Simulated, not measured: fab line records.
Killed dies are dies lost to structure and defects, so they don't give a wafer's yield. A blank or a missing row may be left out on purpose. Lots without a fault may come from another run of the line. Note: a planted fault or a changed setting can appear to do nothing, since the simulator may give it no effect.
fab line records | flow n5-finfet | part 1 of 2: steps 1 to 15 of 27
record lots=5 wafers=15 last-day=22
route steps=1938 shown BEOL_M2@881
lots that met no fault: taken from a fault-free run of the same line
start-h: hours from the record's first day to the start of the lot's first wafer shown | wait-h: hours since the lot's step before | " as in the row above | L1.1+2: a single row standing in for several wafers | - no value present, or no start provided | * or withheld: withheld | < > ~ a bound
route shown NAME@n: names a module that has steps shown in the file, with the first one's number in the route | usual: mean and standard deviation over wafers with no fault | same: alike in all rows | chamber/n: place in a boat | sites: the reading at each site | _std_site: standard deviation across them | _edge_site: the outer-site mean with the inner-site mean subtracted | radius-mm: how far each site lies from the wafer's centre | mask NAME#n: copy n | behind: the last tool/chamber to shape the wafer | hold: reason for holding the lot/hours on hold/outcome of the hold | device: which transistor (n, p or np) failed to switch | end of line: the route-end tests of the same wafers | for a step that has no rows: nothing shown but its recipe | killed: the dies lost at the first sort to structure and to defects; this is not the yield of the wafer | map: the dies of a wafer, with x for killed, . for not killed, _ for no die there
set.NAME: the setting that was run; set.NAME@STEP: the one run at that earlier step | model.NAME: the simulator's own value behind a step, which no gauge read
lots seen at some steps along the route; tables by step, rows by wafer
services: the hour from which a tool's chamber was out of use, counted from the record's first day as start-h (under 0 if before that day), plus the number of hours and why
## steps
# step N5_BEOL_M2_ETCH_69
# recipe chemistry=CF4 target=SiARC target-depth-a=156 mask-material=CAR-EUV time-s=26 ion-energy-ev=80 pressure-mtorr=40 source-w=545 bias-w=36 Ar_flow_sccm=100 cf4-flow-sccm=100 ends=cleared
# usual bias-w=36.00/0.11 drypump-motor-current-A=5.8/0.44 etch-rf-on-time-s=26.1/0.74 mfc-ar-sccm=100.04/0.29 oes-product-au=0.68/0.071 rf-vpp-V=184.0/1.3 showerhead-plenum-p-Torr=2.14/0.075 throttle-valve-pct=15.62/0.22
# columns lot.wafer tool chamber start-h wait-h bias-w drypump-motor-current-A etch-rf-on-time-s mfc-ar-sccm oes-product-au rf-hours-counter-h rf-vpp-V showerhead-plenum-p-Torr throttle-valve-pct
L077.1 rie-diel-03 0 220.77 0.0 36.05 6.1 26.7 100.03 0.61 163 183.6 2.13 15.85
L077.4 " 1 " " 35.97 5.4 25.5 99.97 0.64 176 183.6 2.22 15.48
L077.5 " 3 " " 36.01 6.0 25.8 99.90 0.59 - 182.9 2.04 15.86
L074.1 rie-diel-03 3 230.12 0.0 36.00 6.0 25.8 100.06 0.59 239 182.6 2.04 15.87
L074.3 " 1 " " 36.07 5.4 25.6 99.93 0.64 178 184.3 2.22 15.49
L074.6 " 2 " " 36.00 5.9 26.3 99.70 0.61 - 181.5 2.04 15.55
L076.1 rie-diel-02 2 231.88 0.0 36.01 5.7 25.2 100.34 0.79 21 184.5 2.19 15.57
L076.3 " 3 " " 36.16 5.2 25.6 99.96 0.76 32 185.1 2.19 15.48
L076.5 " 0 " " 36.22 6.5 27.4 99.66 0.69 - 183.7 2.18 15.64
L081.1 rie-diel-03 0 248.31 0.0 35.95 6.1 26.4 100.07 0.62 171 183.7 2.13 15.85
L081.4 " 1 " " 36.00 5.5 25.3 100.45 0.64 183 184.9 2.22 15.48
L081.6 " 1 " " 36.13 5.5 25.1 100.22 0.65 - 185.2 2.22 15.49
L090.1 rie-diel-02 3 266.66 0.0 36.11 5.2 25.4 100.34 0.74 46 184.2 2.18 15.52
L090.3 " 0 " " 36.10 6.5 27.2 100.22 0.69 59 184.5 2.17 15.66
L090.4 " 1 " " 36.14 6.1 27.2 100.39 0.67 91 186.2 2.24 15.30
# step N5_BEOL_M2_ALD_98
# recipe material=SiO2 target-thk-a=25 temp-c=100 ald-precursor-family=BDEAS ald-co-reactant=O2-plasma pulse-time-s=1 co-reactant-pulse-time-s=1 purge-time-s=2 co-reactant-purge-time-s=2 ald-cycles=17 pressure-torr=2
# usual heater-power-w=80/7.8 precursor-pulse-height-rel=1.000/0.02
# columns lot.wafer tool chamber start-h wait-h heater-power-w precursor-pulse-height-rel
L077.1 ald-sin-03 0 220.86 0.1 84 0.966
L077.4 " 1 " " 87 0.982
L077.5 " 3 " " 83 1.008
L074.1 ald-sin-03 0 230.21 0.1 85 0.981
L074.3 " 2 " " 67 1.002
L074.6 " 1 " " 90 0.963
L076.1 ald-sin-04 1 232.00 0.1 69 0.995
L076.3 " 2 " " 81 1.003
L076.5 " 1 " " 68 0.993
L081.1 ald-sin-04 3 248.39 0.1 81 1.033
L081.4 " 1 " " 68 0.996
L081.6 " 1 " " 70 1.037
L090.1 ald-sin-03 2 267.16 0.5 66 0.960
L090.3 " 1 " " 90 0.994
L090.4 " 0 " " 87 1.024
# step N5_BEOL_M2_ETCHBACK_99
# recipe chemistry=CHF3 target=SiO2 target-depth-a=50 time-s=10.4 source-w=215 bias-w=47 Ar_flow_sccm=200 CHF3_flow_sccm=12 ion-energy-ev=100 pressure-mtorr=30
# usual bias-w=47.00/0.13 drypump-motor-current-A=5.8/0.44 mfc-ar-sccm=200.0/0.58 oes-product-au=0.80/0.079 rf-vpp-V=244/6.2 showerhead-plenum-p-Torr=2.16/0.075 throttle-valve-pct=17.05/0.19
# columns lot.wafer tool chamber start-h wait-h bias-w drypump-motor-current-A mfc-ar-sccm oes-product-au rf-hours-counter-h rf-vpp-V showerhead-plenum-p-Torr throttle-valve-pct
L077.1 rie-diel-02 3 246.47 25.6 47.28 5.2 200.8 0.88 37 249 2.20 16.99
L077.4 " 2 " " 47.10 5.7 199.6 0.92 26 242 2.19 17.06
L077.5 " 0 " " 46.88 6.6 200.1 0.83 - 254 2.19 17.11
L074.1 rie-diel-02 1 257.72 27.5 46.84 6.2 201.1 0.78 86 247 2.26 16.74
L074.3 " 3 " " 46.86 5.2 199.0 0.87 43 250 2.20 17.00
L074.6 " 3 " " 47.21 5.2 199.7 0.87 - 251 2.20 16.99
L076.1 rie-diel-06 3 267.56 35.5 47.08 5.9 201.1 0.74 179 237 1.99 17.33
L076.3 " 1 " " 47.03 6.1 199.8 0.92 23 241 2.10 17.06
L076.5 " 0 " " 47.06 5.0 199.3 0.91 - 237 2.20 16.81
L081.1 rie-diel-03 0 282.67 34.2 47.06 6.1 199.4 0.71 186 250 2.12 17.27
L081.4 " 0 " " 46.91 6.1 200.1 0.71 - 249 2.12 17.26
L081.6 " 1 " " 46.78 5.4 199.5 0.74 - 241 2.22 16.90
L090.1 rie-diel-03 1 311.77 44.6 46.98 5.4 199.9 0.74 208 240 2.22 16.93
L090.3 " 0 " " 47.03 6.1 199.9 0.70 194 248 2.12 17.29
L090.4 " 2 " " 46.90 5.9 199.2 0.70 237 234 2.04 17.09
# step N5_BEOL_M2_ETCH_70
# recipe chemistry=N2/H2 target=SOC target-depth-a=800 overetch-a=240 mask-material=SiARC temp-c=40 time-s=130 ion-energy-ev=200 pressure-mtorr=30 source-w=840 bias-w=150 n2-flow-sccm=200 h2-flow-sccm=200
# usual bias-w=150.0/0.48 drypump-motor-current-A=5.8/0.44 oes-product-au=0.59/0.054 rf-vpp-V=524.3/2.7 showerhead-plenum-p-Torr=2.56/0.096 throttle-valve-pct=17.78/0.15
# columns lot.wafer tool chamber start-h wait-h bias-w drypump-motor-current-A oes-product-au rf-hours-counter-h rf-vpp-V showerhead-plenum-p-Torr throttle-valve-pct
L077.1 rie-diel-02 3 246.50 0.0 149.3 5.2 0.63 37 524.5 2.58 17.70
L077.4 " 2 " " 149.5 5.7 0.66 26 525.4 2.60 17.82
L077.5 " 0 " " 149.8 6.5 0.62 - 526.3 2.58 17.74
L074.1 rie-diel-02 1 257.76 0.0 150.4 6.1 0.59 86 528.6 2.69 17.58
L074.3 " 3 " " 151.2 5.2 0.63 43 526.1 2.58 17.71
L074.6 " 3 " " 151.1 5.3 0.63 - 525.7 2.58 17.71
L076.1 rie-diel-06 3 267.59 0.0 149.2 6.0 0.55 179 519.4 2.33 17.96
L076.3 " 1 " " 149.3 6.1 0.66 23 522.4 2.49 17.89
L076.5 " 0 " " 149.7 5.0 0.65 - 525.8 2.59 17.67
L081.1 rie-diel-03 0 282.71 0.0 149.2 6.1 0.53 186 522.7 2.50 17.94
L081.4 " 0 " " 149.2 6.1 0.53 - 524.5 2.50 17.94
L081.6 " 1 " " 149.8 5.5 0.54 - 527.1 2.63 17.61
L090.1 rie-diel-03 1 311.81 0.0 150.2 5.4 0.53 208 526.0 2.63 17.63
L090.3 " 0 " " 149.8 6.1 0.52 194 523.9 2.50 17.95
L090.4 " 2 " " 150.7 5.9 0.52 237 520.1 2.40 17.81
# step N5_BEOL_M2_STRIP_71
# recipe chemistry=N2/H2 temp-c=40 n2-flow-sccm=200 h2-flow-sccm=200 rf-frequency-hz=6e+07
# columns lot.wafer tool chamber start-h wait-h
L077.1+4+5 rie-diel-02 3,2,0 246.59 0.0
L074.1+3+6 rie-diel-02 1,3,3 257.84 0.0
L076.1+3+5 rie-diel-06 3,1,0 267.68 0.0
L081.1+4+6 rie-diel-03 0,0,1 282.79 0.0
L090.1+3+4 rie-diel-03 1,0,2 311.90 0.0
# step N5_BEOL_M2_STRIP_78
# recipe chemistry=N2/H2 temp-c=40 n2-flow-sccm=200 h2-flow-sccm=200 rf-frequency-hz=6e+07
# columns lot.wafer tool chamber start-h wait-h
L077.1+4+5 rie-diel-02 3,2,0 246.60 0.0
L074.1+3+6 rie-diel-02 1,3,3 257.85 0.0
L076.1+3+5 rie-diel-06 3,1,0 267.69 0.0
L081.1+4+6 rie-diel-03 0,0,1 282.80 0.0
L090.1+3+4 rie-diel-03 1,0,2 311.91 0.0
# step N5_BEOL_M2_VIA_ETCH_34
# recipe chemistry=C4F6/O2 target-depth-a=694 mask-material=SOC pressure-mtorr=15 ion-energy-ev=250 taper-deg=4 time-s=65.9 source-w=350 bias-w=170 Ar_flow_sccm=300 C4F6_flow_sccm=10 O2_flow_sccm=10
# usual O2_flow_sccm=10.001/0.026 bias-w=170.0/0.51 drypump-motor-current-A=5.8/0.44 mfc-ar-sccm=299.9/0.88 oes_o_777_au=0.80/0.078 oes-product-au=0.80/0.079 rf-vpp-V=675/16 showerhead-plenum-p-Torr=2.86/0.096 throttle-valve-pct=30.76/0.23
# columns lot.wafer tool chamber start-h wait-h O2_flow_sccm bias-w drypump-motor-current-A mfc-ar-sccm oes_o_777_au oes-product-au rf-hours-counter-h rf-vpp-V showerhead-plenum-p-Torr throttle-valve-pct
L077.1 rie-diel-02 3 246.61 0.0 10.054 169.7 5.2 301.1 0.87 0.88 37 693 2.90 30.84
L077.4 " 2 " " 10.004 170.2 5.7 299.3 0.91 0.92 26 672 2.90 30.98
L077.5 " 0 " " 9.967 169.6 6.5 300.0 0.83 0.82 - 701 2.89 30.81
L074.1 rie-diel-02 1 257.86 0.0 10.025 170.7 6.1 299.6 0.78 0.79 86 680 2.98 30.43
L074.3 " 3 " " 10.054 170.2 5.2 300.3 0.86 0.88 43 693 2.90 30.84
L074.6 " 3 " " 10.025 169.9 5.2 300.2 0.86 0.87 - 693 2.90 30.86
L076.1 rie-diel-06 3 267.70 0.0 9.988 169.7 6.0 299.8 0.74 0.73 179 649 2.64 31.20
L076.3 " 1 " " 9.975 170.8 6.1 297.9 0.90 0.92 23 667 2.78 30.89
L076.5 " 0 " " 9.972 170.1 5.0 301.0 0.91 0.90 - 658 2.90 30.65
L081.1 rie-diel-03 0 282.81 0.0 9.986 169.7 6.1 300.0 0.70 0.71 186 687 2.81 30.79
L081.4 " 0 " " 9.982 169.6 6.1 301.4 0.70 0.72 - 687 2.81 30.78
L081.6 " 1 " " 9.946 169.4 5.4 299.4 0.74 0.75 - 666 2.93 30.34
L090.1 rie-diel-03 1 311.92 0.0 10.015 170.6 5.4 299.3 0.73 0.73 208 666 2.92 30.37
L090.3 " 0 " " 10.004 169.7 6.1 299.8 0.69 0.70 194 687 2.80 30.80
L090.4 " 2 " " 10.011 169.6 5.9 298.7 0.71 0.68 237 649 2.70 30.71
# step N5_BEOL_M2_STRIP_83
# recipe chemistry=C4F6/O2 resist=SiARC rf-frequency-hz=6e+07
# columns lot.wafer tool chamber start-h wait-h
L077.1+4+5 rie-diel-02 3,2,0 246.66 0.0
L074.1+3+6 rie-diel-02 1,3,3 257.91 0.0
L076.1+3+5 rie-diel-06 3,1,0 267.75 0.0
L081.1+4+6 rie-diel-03 0,0,1 282.86 0.0
L090.1+3+4 rie-diel-03 1,0,2 311.97 0.0
# step N5_BEOL_M2_STRIP_36
# recipe chemistry=N2/H2 power-w=450 temp-c=40 pressure-mtorr=20 rf-frequency-hz=6e+07 overash-fraction=0.3 bias-power-w=7 h2-frac=0.5 n2-flow-sccm=200 h2-flow-sccm=200
# usual drypump-motor-current-A=5.8/0.44 oes-product-au=0.80/0.075 rf-vpp-V=59.0/1.4 showerhead-plenum-p-Torr=2.55/0.097 throttle-valve-pct=23.60/0.18
# columns lot.wafer tool chamber start-h wait-h drypump-motor-current-A oes-product-au rf-hours-counter-h rf-vpp-V showerhead-plenum-p-Torr throttle-valve-pct
L077.1 rie-diel-02 3 246.67 0.0 5.2 0.86 37 57.3 2.58 23.62
L077.4 " 2 " " 5.7 0.91 26 59.0 2.59 23.71
L077.5 " 0 " " 6.5 0.83 - 59.2 2.58 23.46
L074.1 rie-diel-02 1 257.92 0.0 6.2 0.79 86 59.3 2.69 23.44
L074.3 " 3 " " 5.2 0.88 43 57.3 2.57 23.62
L074.6 " 3 " " 5.2 0.87 - 56.8 2.57 23.63
L076.1 rie-diel-06 3 267.76 0.0 5.9 0.75 179 57.5 2.33 23.76
L076.3 " 1 " " 6.1 0.91 23 58.1 2.49 23.86
L076.5 " 0 " " 5.1 0.90 - 59.6 2.59 23.71
L081.1 rie-diel-03 0 282.87 0.0 6.1 0.72 186 57.7 2.50 23.66
L081.4 " 0 " " 6.1 0.72 - 58.7 2.50 23.67
L081.6 " 1 " " 5.4 0.74 - 61.6 2.63 23.26
L090.1 rie-diel-03 1 311.98 0.0 5.5 0.75 208 57.1 2.62 23.27
L090.3 " 0 " " 6.1 0.71 194 59.9 2.50 23.65
L090.4 " 2 " " 5.9 0.70 237 60.0 2.40 23.62
# step N5_BEOL_M2_TRENCH_ETCH_37
# recipe chemistry=C4F6/O2 target-depth-a=555.55 target=SiOC time-s=29.2 ion-energy-ev=250 pressure-mtorr=30 source-w=355 bias-w=185 Ar_flow_sccm=300 C4F6_flow_sccm=10 O2_flow_sccm=10
# usual O2_flow_sccm=10.01/0.03 bias-w=184.9/0.58 drypump-motor-current-A=5.8/0.44 mfc-ar-sccm=300.0/0.88 oes_o_777_au=0.80/0.079 oes-product-au=0.80/0.078 rf-vpp-V=675/17 showerhead-plenum-p-Torr=2.86/0.096 throttle-valve-pct=20.85/0.19
# columns lot.wafer tool chamber start-h wait-h O2_flow_sccm bias-w drypump-motor-current-A mfc-ar-sccm oes_o_777_au oes-product-au rf-hours-counter-h rf-vpp-V showerhead-plenum-p-Torr throttle-valve-pct
L077.1 rie-diel-02 3 - - 9.99 186.0 5.2 299.1 0.87 0.89 37 694 2.91 20.84
L077.4 " 2 " " 9.98 184.6 5.7 296.8 0.91 0.93 26 670 2.90 20.91
L077.5 " 0 " " 10.02 184.6 6.5 299.2 0.84 0.83 - 699 2.89 20.93
L074.1 rie-diel-02 1 - - 10.02 185.1 6.2 300.9 0.77 0.79 86 682 2.98 20.51
L074.3 " 3 " " 9.98 184.5 5.2 299.0 0.86 0.87 43 693 2.91 20.85
L074.6 " 3 " " 10.01 184.2 5.2 300.0 0.86 0.88 - 693 2.91 20.88
L076.1 rie-diel-06 3 - - 9.99 184.3 5.9 300.4 0.75 0.74 179 648 2.64 21.14
L076.3 " 1 " " 10.00 184.8 6.1 299.3 0.90 0.91 23 665 2.78 20.88
L076.5 " 0 " " 9.95 184.7 5.1 300.2 0.91 0.90 - 659 2.90 20.64
L081.1 rie-diel-03 0 - - 9.99 184.5 6.1 299.8 0.70 0.71 186 688 2.81 21.02
L081.4 " 0 " " 9.98 185.8 6.1 299.3 0.70 0.72 - 688 2.81 21.03
L081.6 " 1 " " 10.00 185.7 5.4 300.7 0.75 0.75 - 667 2.93 20.62
L090.1 rie-diel-03 1 - - 10.06 184.8 5.4 300.9 0.73 0.73 208 666 2.93 20.63
L090.3 " 0 " " 10.02 185.3 6.1 299.7 0.69 0.69 195 688 2.81 21.03
L090.4 " 2 " " 10.03 185.8 5.9 301.7 0.71 0.70 237 648 2.71 20.83
# step N5_BEOL_M2_ETCH_41
# recipe chemistry=CH3F/O2 target=SiCN target-depth-a=299 taper-deg=2 time-s=52.5 ion-energy-ev=120 mask-material=TiN pressure-mtorr=30 source-w=395 bias-w=75 Ar_flow_sccm=150 CH3F_flow_sccm=30 O2_flow_sccm=20
# usual CH3F_flow_sccm=30.00/0.097 O2_flow_sccm=20.00/0.052 bias-w=74.99/0.22 drypump-motor-current-A=5.8/0.44 mfc-ar-sccm=149.9/0.48 oes-product-au=0.80/0.078 rf-vpp-V=297.6/1.8 showerhead-plenum-p-Torr=2.01/0.071 throttle-valve-pct=16.31/0.18
# columns lot.wafer tool chamber start-h wait-h CH3F_flow_sccm O2_flow_sccm bias-w drypump-motor-current-A mfc-ar-sccm oes-product-au rf-hours-counter-h rf-vpp-V showerhead-plenum-p-Torr throttle-valve-pct
L077.1 rie-diel-02 3 - - 30.09 20.04 75.09 5.2 150.0 0.88 37 299.3 2.04 16.23
L077.4 " 2 " " 29.99 20.06 74.95 5.7 150.7 0.91 26 298.9 2.04 16.31
L077.5 " 0 " " 30.01 20.01 74.88 6.5 149.5 0.82 - 297.8 2.03 16.37
L074.1 rie-diel-02 1 - - 30.00 20.04 74.67 6.1 150.7 0.79 86 299.5 2.10 16.00
L074.3 " 3 " " 29.94 19.87 74.85 5.2 150.0 0.88 43 298.3 2.04 16.23
L074.6 " 3 " " 30.02 20.05 74.89 5.2 150.0 0.86 - 296.4 2.04 16.25
L076.1 rie-diel-06 3 - - 30.01 19.98 74.86 5.9 150.1 0.74 179 292.6 1.85 16.55
L076.3 " 1 " " 30.04 20.02 74.89 6.1 150.5 0.92 23 296.5 1.95 16.28
L076.5 " 0 " " 29.93 20.06 74.79 5.0 149.3 0.89 - 298.2 2.04 16.06
L081.1 rie-diel-03 0 - - 29.87 20.00 74.90 6.1 149.6 0.71 186 297.5 1.97 16.53
L081.4 " 0 " " 29.96 19.98 75.06 6.1 149.5 0.71 - 297.7 1.97 16.54
L081.6 " 1 " " 30.01 19.91 75.37 5.5 149.4 0.75 - 298.1 2.06 16.18
L090.1 rie-diel-03 1 - - 29.81 20.07 75.10 5.5 149.8 0.74 208 297.8 2.06 16.20
L090.3 " 0 " " 30.05 20.03 74.97 6.1 150.1 0.71 195 296.7 1.97 16.56
L090.4 " 2 " " 30.05 19.99 74.93 5.9 149.7 0.70 237 294.7 1.90 16.36
# step N5_BEOL_M2_STRIP_97
# recipe chemistry=N2/H2 time-s=10 power-w=450 temp-c=40 pressure-mtorr=20 rf-frequency-hz=6e+07 bias-power-w=7 n2-flow-sccm=200 h2-flow-sccm=200
# usual drypump-motor-current-A=5.8/0.44 oes-product-au=0.80/0.077 rf-vpp-V=59.1/0.88 showerhead-plenum-p-Torr=2.55/0.096 throttle-valve-pct=23.60/0.18
# columns lot.wafer tool chamber start-h wait-h drypump-motor-current-A oes-product-au rf-hours-counter-h rf-vpp-V showerhead-plenum-p-Torr throttle-valve-pct
L077.1 rie-diel-02 3 - - 5.3 0.88 37 59.2 2.58 23.64
L077.4 " 2 " " 5.7 0.92 26 59.8 2.59 23.70
L077.5 " 0 " " 6.5 0.82 - 59.2 2.58 23.45
L074.1 rie-diel-02 1 - - 6.1 0.80 86 59.0 2.69 23.42
L074.3 " 3 " " 5.2 0.87 43 59.9 2.57 23.63
L074.6 " 3 " " 5.2 0.87 - 59.2 2.57 23.63
L076.1 rie-diel-06 3 - - 6.0 0.73 179 57.6 2.33 23.80
L076.3 " 1 " " 6.1 0.91 23 58.6 2.49 23.88
L076.5 " 0 " " 5.1 0.89 - 58.0 2.59 23.72
L081.1 rie-diel-03 0 - - 6.1 0.72 186 59.2 2.50 23.66
L081.4 " 0 " " 6.1 0.71 - 57.4 2.50 23.66
L081.6 " 1 " " 5.5 0.74 - 58.8 2.63 23.25
L090.1 rie-diel-03 1 - - 5.5 0.74 208 59.3 2.62 23.27
L090.3 " 0 " " 6.1 0.69 195 60.7 2.50 23.66
L090.4 " 2 " " 5.9 0.70 237 58.0 2.40 23.64
# step N5_BEOL_M2_OCD_MEAS_38
# usual trench-depth-nm=55.3/1.4
# columns lot.wafer tool chamber start-h wait-h trench-depth-nm
L077.1 ocd-01 - 246.86 - 57.6
L077.4 " - " " 57.6
L077.5 " - " " 54.8
L074.1 ocd-02 - 258.12 - 53.4
L074.3 " - " " 55.9
L074.6 " - " " 56.8
L076.1 ocd-01 - 267.95 - 54.9
L076.3 " - " " 56.0
L076.5 " - " " 56.8
L081.1 ocd-01 - 283.07 - 55.0
L081.4 " - " " 55.1
L081.6 " - " " 57.2
L090.1 ocd-01 - 312.17 - 56.8
L090.3 " - " " 53.6
L090.4 " - " " 55.1
# step N5_BEOL_M2_HM_STRIP_39
# recipe chemistry=peroxide-tin-strip material=TiN target-depth-a=250 temp-c=50 time-s=158
# columns lot.wafer tool chamber start-h wait-h
L077.1+4+5 wet-bench-03 6,4,1 246.89 0.0
L074.1+3+6 wet-bench-01 1,3,2 258.15 0.0
L076.1+3+5 wet-bench-03 5,7,2 267.98 0.0
L081.1+4+6 wet-bench-05 6,5,4 283.10 0.0
L090.1+3+4 wet-bench-05 6,3,4 312.20 0.0
# step N5_BEOL_M2_SRD_40
# recipe time-s=30 temp-c=23 rinse-liquid=diw dry=ipa-marangoni
# columns lot.wafer tool chamber start-h wait-h
L077.1+4+5 wet-bench-03 6,4,1 246.94 0.0
L074.1+3+6 wet-bench-01 1,3,2 258.19 0.0
L076.1+3+5 wet-bench-03 5,7,2 268.03 0.0
L081.1+4+6 wet-bench-05 6,5,4 283.15 0.0
L090.1+3+4 wet-bench-05 6,3,4 312.30 0.0
